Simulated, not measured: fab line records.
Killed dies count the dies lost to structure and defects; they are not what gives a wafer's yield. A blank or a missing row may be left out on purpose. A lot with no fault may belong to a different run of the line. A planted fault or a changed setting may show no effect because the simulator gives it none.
Chamber matching || flow n5Finfet || N5_BEOL_M7_DEP_56 on pecvd-01: 3 sister chambers
The step deposits SiCN from 3MS/NH3, target thk 10 nm, time 17.5 s. 6 wafers are shown with their chamber, then 8 later ones without.

== WAFERS WITH THEIR CHAMBER ==
{"wafer": "L085.5", "chamber": 2, "showerheadPlenumPTorr (Torr)": 3.650, "throttleValvePct (%)": 8.9}
{"wafer": "L086.1", "chamber": 1, "showerheadPlenumPTorr (Torr)": 3.669, "throttleValvePct (%)": 8.8}
{"wafer": "L088.1", "chamber": 0, "showerheadPlenumPTorr (Torr)": 3.641, "throttleValvePct (%)": 9.1}
{"wafer": "L088.2", "chamber": 2, "showerheadPlenumPTorr (Torr)": 3.657, "throttleValvePct (%)": 9.1}
{"wafer": "L088.6", "chamber": 0, "showerheadPlenumPTorr (Torr)": 3.651, "throttleValvePct (%)": 8.8}
{"wafer": "L089.1", "chamber": 1, "showerheadPlenumPTorr (Torr)": 3.663, "throttleValvePct (%)": 8.8}

== WAFERS WITHOUT THEIR CHAMBER ==
{"wafer": "L089.2", "showerheadPlenumPTorr (Torr)": 3.659, "throttleValvePct (%)": 9.3}
{"wafer": "L089.4", "showerheadPlenumPTorr (Torr)": 3.662, "throttleValvePct (%)": 8.8}
{"wafer": "L096.1", "showerheadPlenumPTorr (Torr)": 3.642, "throttleValvePct (%)": 9.2}
{"wafer": "L096.2", "showerheadPlenumPTorr (Torr)": 3.644, "throttleValvePct (%)": 9.0}
{"wafer": "L096.5", "showerheadPlenumPTorr (Torr)": 3.655, "throttleValvePct (%)": 9.2}
{"wafer": "L097.2", "showerheadPlenumPTorr (Torr)": 3.664, "throttleValvePct (%)": 8.9}
{"wafer": "L097.3", "showerheadPlenumPTorr (Torr)": 3.646, "throttleValvePct (%)": 9.1}
{"wafer": "L097.4", "showerheadPlenumPTorr (Torr)": 3.671, "throttleValvePct (%)": 8.8}

== WHICH CHAMBER EACH ONE RAN IN ==
{"wafer": "L089.2", "from the rows above": "can't be placed: 2 or 0 or 1", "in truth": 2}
{"wafer": "L089.4", "from the rows above": "can't be placed: 1 or 2", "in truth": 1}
{"wafer": "L096.1", "from the rows above": "can't be placed: 0 or 2", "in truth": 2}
{"wafer": "L096.2", "from the rows above": "can't be placed: 0 or 2", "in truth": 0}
{"wafer": "L096.5", "from the rows above": "can't be placed: 2 or 0 or 1", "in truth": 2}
{"wafer": "L097.2", "from the rows above": "can't be placed: 1 or 2", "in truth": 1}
{"wafer": "L097.3", "from the rows above": "can't be placed: 0 or 2", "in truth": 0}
{"wafer": "L097.4", "from the rows above": 1, "in truth": 1}
Correctly placed: 1 of 8. Not placeable from these rows: 7 (in 7, the candidates include the true chamber). Wrongly placed: 0.
How it was worked out, from the rows above alone: a wafer's distance from a chamber is the root of the sum, over the readings, of the square of ((its reading less the chamber's mean) divided by the reading's scatter). If the next closest chamber is less than 2 further off than the closest, the wafer can't be placed; otherwise it belongs to the closest. The mean given for a chamber averages the wafers shown for that chamber. The scatter: take each reading less its chamber's mean, square it, sum over the shown wafers, divide by the number of wafers less the number of chambers, and take the root.
